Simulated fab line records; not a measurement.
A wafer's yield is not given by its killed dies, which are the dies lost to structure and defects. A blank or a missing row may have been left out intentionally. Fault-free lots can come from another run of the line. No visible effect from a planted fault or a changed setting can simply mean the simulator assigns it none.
fab line records	flow n5Finfet
[record] lots = 13	wafers = 39	lastDay = 19
route steps=1938 shown SD_ACTIVATION@331 ILD0@335
lots that met no fault: from a run of the same line without faults
startH: hours from the record's first day to the start of the lot's first wafer shown	waitH: hours elapsed since this lot's preceding step	" repeats the value in the row above	L1.1+2: a single row standing in for several wafers	- value missing, or start not given	* or withheld: withheld	< > ~ a bound
route shown NAME@n: a module of which the file shows steps, and the number in the route of the first	usual: mean/standard deviation taken from wafers without a fault	same: alike in all rows	chamber/n: place in a boat	sites: per-site readings	_std_site: standard deviation across them	_edge_site: outer sites' mean less inner sites'	radiusMm: how far each site lies from the wafer's centre	mask NAME#n: copy n	behind: the most recent tool/chamber to have shaped the wafer	hold: what put the lot on hold/how long, in hours/how the hold closed	device: transistor that didn't switch, given as n, p or np	end of line: the route-end tests of the same wafers	a step given without rows: its recipe and nothing more	killed: not the wafer's yield, but the dies lost to structure and defects at the first sort	map: the dies of a wafer, with x for killed, . for not killed, _ for no die there
set.NAME: the setting as run; set.NAME@STEP: as run at that earlier step	model.NAME: the simulator's own value behind a step, which no gauge read
one table for each step of the route and one row for each wafer, over a sample of lots
services: from which hour (startH, from the record's first day; less than 0 if before it) a tool's chamber was out of use, for how many hours, and why
[[steps]]
[step N5_SD_ACTIVATION_LSA_01]
[recipe] tempC = 1080	timeS = 0.0008	ambient = N2
[usual] timeS = 0.0008/0	wafer_temp_C_max = 1084.5/1.1
lot.wafer	tool	chamber	startH	waitH	timeS	wafer_temp_C_max
L320.1	laserAnneal-02	0	56.77	0.2	0.0008	1084.7
L320.2	"	0	"	"	0.0008	1084.7
L320.6	"	0	"	"	0.0008	1085.0
L322.3	laserAnneal-02	0	73.88	0.2	0.0008	1083.7
L322.4	"	0	"	"	0.0008	1084.7
L322.5	"	0	"	"	0.0008	1083.4
L323.2	laserAnneal-02	0	77.38	0.2	0.0008	1086.2
L323.3	"	0	"	"	0.0008	1084.8
L323.5	"	0	"	"	0.0008	1085.7
L326.3	laserAnneal-02	-	93.15	0.2	-	-
L326.4	"	-	"	"	-	-
L326.5	"	-	"	"	-	-
L327.4	laserAnneal-01	-	108.80	8.1	-	-
L327.5	"	-	"	"	-	-
L327.6	"	-	"	"	-	-
L328.1	laserAnneal-01	0	108.89	0.3	0.0008	1085.5
L328.2	"	0	"	"	0.0008	1084.3
L328.4	"	0	"	"	0.0008	1084.5
L336.1	laserAnneal-02	0	153.33	0.2	0.0008	1083.6
L336.2	"	0	"	"	0.0008	1082.7
L336.4	"	0	"	"	0.0008	1083.1
L338.1	laserAnneal-02	0	164.50	0.2	0.0008	1084.9
L338.2	"	0	"	"	0.0008	1085.1
L338.3	"	0	"	"	0.0008	1083.3
L339.1	laserAnneal-01	0	171.13	0.2	0.0008	1086.3
L339.2	"	0	"	"	0.0008	1085.2
L339.4	"	0	"	"	0.0008	1087.6
L340.2	laserAnneal-02	0	180.84	0.2	0.0008	1085.3
L340.3	"	0	"	"	0.0008	1085.1
L340.4	"	0	"	"	0.0008	1086.2
L341.3	laserAnneal-01	0	184.34	0.2	0.0008	1086.8
L341.4	"	0	"	"	0.0008	1085.0
L341.5	"	0	"	"	0.0008	1084.9
L342.2	laserAnneal-02	0	191.94	0.2	0.0008	1084.3
L342.3	"	0	"	"	0.0008	1083.7
L342.5	"	0	"	"	0.0008	1085.1
L343.2	laserAnneal-01	0	195.37	0.2	0.0008	1084.2
L343.4	"	0	"	"	0.0008	1087.9
L343.6	"	0	"	"	0.0008	1085.4
[step N5_ILD0_LINER_00]
[recipe] material = SiNx	targetThkA = 40	tempC = 400	aldPrecursorFamily = SiH2I2	aldCoReactant = N2/H2-plasma	pulseTimeS = 1	purgeTimeS = 2	coReactantPurgeTimeS = 2	aldCycles = 80	pressureTorr = 2
[usual] heaterPowerW = 825/58	precursorPulseHeightRel = 1.001/0.02	susceptorTempC = 399.97/0.2
lot.wafer	tool	chamber	startH	waitH	heaterPowerW	precursorPulseHeightRel	susceptorTempC
L320.1	aldSin-02	2	57.33	0.0	820	1.000	400.22
L320.2	"	1	"	"	924	0.960	399.73
L320.6	"	3	"	"	895	1.024	400.16
L322.3	aldSin-01	3	74.38	0.0	764	1.014	400.16
L322.4	"	0	"	"	870	1.022	399.75
L322.5	"	2	"	"	808	0.981	399.75
L323.2	aldSin-03	1	77.91	0.0	861	1.045	399.66
L323.3	"	0	"	"	761	1.014	400.15
L323.5	"	1	"	"	851	0.987	399.82
L326.3	aldSin-01	3	95.08	1.5	769	1.011	399.97
L326.4	"	2	"	"	825	1.024	399.85
L326.5	"	0	"	"	856	0.983	400.36
L327.4	aldSin-03	2	109.27	0.0	897	0.993	399.79
L327.5	"	2	"	"	889	1.001	399.64
L327.6	"	1	"	"	822	1.003	399.63
L328.1	aldSin-01	3	109.45	0.0	781	0.992	399.52
L328.2	"	1	"	"	723	1.028	399.79
L328.4	"	0	"	"	855	1.014	400.19
L336.1	aldSin-03	0	154.04	0.2	764	1.014	399.98
L336.2	"	2	"	"	889	1.029	399.86
L336.4	"	3	"	"	824	0.993	399.76
L338.1	aldSin-02	2	165.06	0.0	787	1.007	399.94
L338.2	"	3	"	"	936	0.972	399.83
L338.3	"	0	"	"	838	0.983	399.78
L339.1	aldSin-03	3	171.69	0.0	837	0.984	399.78
L339.2	"	1	"	"	812	0.998	399.97
L339.4	"	2	"	"	878	1.015	400.08
L340.2	aldSin-03	2	181.49	0.2	894	0.994	400.41
L340.3	"	0	"	"	761	1.036	399.88
L340.4	"	3	"	"	818	1.000	399.70
L341.3	aldSin-02	3	184.84	0.0	926	0.962	400.39
L341.4	"	1	"	"	907	1.042	399.75
L341.5	"	0	"	"	858	1.018	400.11
L342.2	aldSin-03	0	192.69	0.3	770	0.997	400.22
L342.3	"	1	"	"	813	0.980	400.16
L342.5	"	0	"	"	743	1.021	399.85
L343.2	aldSin-02	2	195.90	0.0	779	0.998	399.95
L343.4	"	0	"	"	859	0.996	400.05
L343.6	"	2	"	"	781	0.993	400.00
[step N5_ILD0_INSPECT_06]
[recipe] inspectInstrument = darkfield	mode = postCmp
[usual] rawDefectCount = 41/19
lot.wafer	tool	chamber	startH	waitH	rawDefectCount
L320.1	defectInspect-01	-	63.57	0.0	62
L320.2	"	-	"	"	54
L320.6	"	-	"	"	28
L322.3	defectInspect-02	-	80.62	0.0	22
L322.4	"	-	"	"	33
L322.5	"	-	"	"	42
L323.2	defectInspect-01	-	84.14	0.0	39
L323.3	"	-	"	"	36
L323.5	"	-	"	"	34
L326.3	defectInspect-01	-	101.55	0.0	25
L326.4	"	-	"	"	26
L326.5	"	-	"	"	16
L327.4	defectInspect-01	-	115.80	0.0	39
L327.5	"	-	"	"	53
L327.6	"	-	"	"	69
L328.1	defectInspect-01	-	116.38	0.0	24
L328.2	"	-	"	"	52
L328.4	"	-	"	"	32
L336.1	defectInspect-01	-	160.28	0.0	56
L336.2	"	-	"	"	62
L336.4	"	-	"	"	120
L338.1	defectInspect-01	-	171.29	0.0	43
L338.2	"	-	"	"	50
L338.3	"	-	"	"	81
L339.1	defectInspect-02	-	177.94	0.0	58
L339.2	"	-	"	"	40
L339.4	"	-	"	"	38
L340.2	defectInspect-02	-	187.76	0.0	23
L340.3	"	-	"	"	17
L340.4	"	-	"	"	6
L341.3	defectInspect-01	-	191.41	0.0	37
L341.4	"	-	"	"	17
L341.5	"	-	"	"	21
L342.2	defectInspect-02	-	198.92	0.0	34
L342.3	"	-	"	"	31
L342.5	"	-	"	"	22
L343.2	defectInspect-01	-	202.15	0.0	42
L343.4	"	-	"	"	39
L343.6	"	-	"	"	20
[[services]]
tool	chamber	startH	hours	kind
aldSin-02	2	36.10	6.5	repair
laserAnneal-01	-	43.44	1.2	pm
laserAnneal-01	-	66.29	42.4	repair
aldSin-02	-	85.25	14.0	pm
aldSin-02	0	85.25	14.0	ventCycle
aldSin-02	1	85.25	14.0	ventCycle
aldSin-02	2	85.25	14.0	ventCycle
aldSin-02	3	85.25	14.0	ventCycle
laserAnneal-02	-	95.87	26.3	repair
aldSin-03	-	96.05	0.8	pm
aldSin-02	0	99.25	-	clean
aldSin-02	1	99.25	-	clean
aldSin-02	2	99.25	-	clean
aldSin-02	3	99.25	-	clean
aldSin-01	-	121.04	14.6	pm
laserAnneal-02	-	146.15	6.1	pm
aldSin-02	3	159.26	1.7	repair
aldSin-01	-	177.59	14.0	pm
aldSin-01	0	177.59	14.0	ventCycle
aldSin-01	1	177.59	14.0	ventCycle
aldSin-01	2	177.59	14.0	ventCycle
aldSin-01	3	177.59	14.0	ventCycle
laserAnneal-02	-	189.04	1.0	repair
aldSin-01	0	191.59	-	clean
[[key]]
[firstSign] step = N5_SD_ACTIVATION_LSA_01	reading = toolRecord	direction = missing
effect none on later readings
metAt N5_SD_ACTIVATION_LSA_01
struckLots L326,L327
testerLeftOut L326,L327
notActingAt N5_ILD0_LINER_00,N5_ILD0_INSPECT_06
onsetBetween 77.38 93.15
[fault] kind = skippedStepWhole	tool = laserAnneal-01,laserAnneal-02	chamber = -	onsetH = 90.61	steps = N5_SD_ACTIVATION_LSA_01	scope = struckLotsOnly
// testerLeftOut: of these lots the tester's yield and bins aren't shown, on N5 and GAA mostly nor the transistor test; their killed dies are dies lost to structure and defects alone, not to doping, threshold or leakage, so they don't give the yield
